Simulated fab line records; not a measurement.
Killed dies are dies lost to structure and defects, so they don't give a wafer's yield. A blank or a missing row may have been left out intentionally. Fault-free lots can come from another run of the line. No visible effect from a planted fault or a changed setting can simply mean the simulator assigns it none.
Struck lot and sound lot, side by side    flow nand_harc    15 out of 1302 route steps
Sound: the wafers L695.1, L695.4, L695.6. Struck: wafers L700.2, L700.5, L700.6. The cause is named last.
Each step with rows lists, per side, the tool, then ch with its chambers, then its first start. Under that, the readings that differ: sound wafers    struck wafers    difference of the means    sigmas: that difference in standard deviations of wafers without a fault.
alike: readings whose means differ by less than 2 such deviations, and words and numbers that are the same on both sides. not compared: withheld readings, readings that some wafer has no value for, bounds like >300 that may hide the same value, and numbers for which the record gives no deviation and whose values overlap.
Wherever a step has rows on one side only, a row that says differs or no value, or a row with sigmas, the two part there. When numbers do not overlap yet have no deviation, they are printed without sigmas and do not part them. A reading that every wafer of one side lacks parts them only if that side has two wafers or more.

first, 1 step without rows for these wafers: NHARC_A_CHANNEL_HOLE_D1_SRD_29.
NHARC_A_CHANNEL_HOLE_D1_CD_MEAS_30:
  sound on cd_sem-02 at day 11 17:52; struck on cd_sem-03 at day 13 15:34
  alike: cd_nm
NHARC_A_CHANNEL_HOLE_D1_XSEM_31:
  sound on xsem-02 ch 0, day 11 17:58; struck on xsem-02 ch 0, day 13 15:40
reading             sound           struck          difference  sigmas
tilt_deg (degrees)  0.12 0.12 0.12  0.02 0.02 0.03  -0.10       -2
  alike: bot_cd_nm, bow_nm
NHARC_A_CHANNEL_HOLE_D1_INSPECT_40:
  sound on defect_inspect-02 at day 11 18:04; struck on defect_inspect-01 at day 13 15:45
  alike: raw_defect_count
then, 2 steps without rows for these wafers: NHARC_A_CHANNEL_FILL_D1_PRECLEAN_00 (cleans in SC1); NHARC_A_CHANNEL_FILL_D1_SRD_01.
NHARC_A_CHANNEL_FILL_D1_ALD_02: deposits SiO2, target thk 6 nm, pulse time 10 s, ald cycles 60.
  sound on ald_hk-03 ch 0,3, day 11 18:15; struck on ald_hk-04 ch 0,1,2, day 13 16:05
  alike: heater_power_w, precursor_pulse_height_rel
NHARC_A_CHANNEL_FILL_D1_ALD_03: deposits SiNx, target thk 6 nm, pulse time 60 s, ald cycles 58.
  sound: ald_sin_batch-02 ch 0; struck: ald_sin_batch-01 ch 0
  alike: precursor_pulse_height_rel
then, 1 step without rows for these wafers: NHARC_A_CHANNEL_FILL_D1_ALD_14 (deposits SiO2, target thk 2.5 nm, pulse time 10 s, ald cycles 25).
NHARC_A_CHANNEL_FILL_D1_ALD_15: deposits SiNx, target thk 2 nm, pulse time 60 s, ald cycles 19.
  sound: ald_sin_batch-01 ch 0; struck: ald_sin_batch-03 ch 0
  alike: precursor_pulse_height_rel
then, 2 steps without rows for these wafers: NHARC_A_CHANNEL_FILL_D1_ALD_16 (deposits SiO2, target thk 1.5 nm, pulse time 10 s, ald cycles 15); NHARC_A_CHANNEL_FILL_D1_ANNEAL_17 (time 1800 s).
NHARC_A_CHANNEL_FILL_D1_CVD_18: deposits poly-Si, target thk 3 nm.
  sound on lpcvd_poly-01 ch 0, day 12 16:29; struck on lpcvd_poly-01 ch 0, day 14 16:05
  alike: spike_tc_upper_C, zone_power_top_pct
NHARC_A_CHANNEL_FILL_D1_ETCHBACK_19: etches the open film in HBr/Cl2, target depth 5 nm, time 1.7 s.
  sound on rie_si-06 ch 1,2,3, day 12 18:32; struck on rie_si-03 ch 0,1, day 14 18:32
  alike: drypump_motor_current_A, oes_product_au, throttle_valve_pct
  not compared: rf_hours_counter_h
-- record jumps: 15 days between struck wafers' starts before vs after; left off in module A_CHANNEL_FILL_D1, resumes in module END, first step shown is number 1302 of the route --
NHARC_END_SORT_01:
  the record has rows for the struck wafers here (prober-02 ch 0, day 29 11:43) and none for the sound ones

== WHERE THEY PART ==
Earliest at NHARC_A_CHANNEL_HOLE_D1_XSEM_31; latest, in this record, at NHARC_END_SORT_01.

WHY: whatever the simulator had introduced
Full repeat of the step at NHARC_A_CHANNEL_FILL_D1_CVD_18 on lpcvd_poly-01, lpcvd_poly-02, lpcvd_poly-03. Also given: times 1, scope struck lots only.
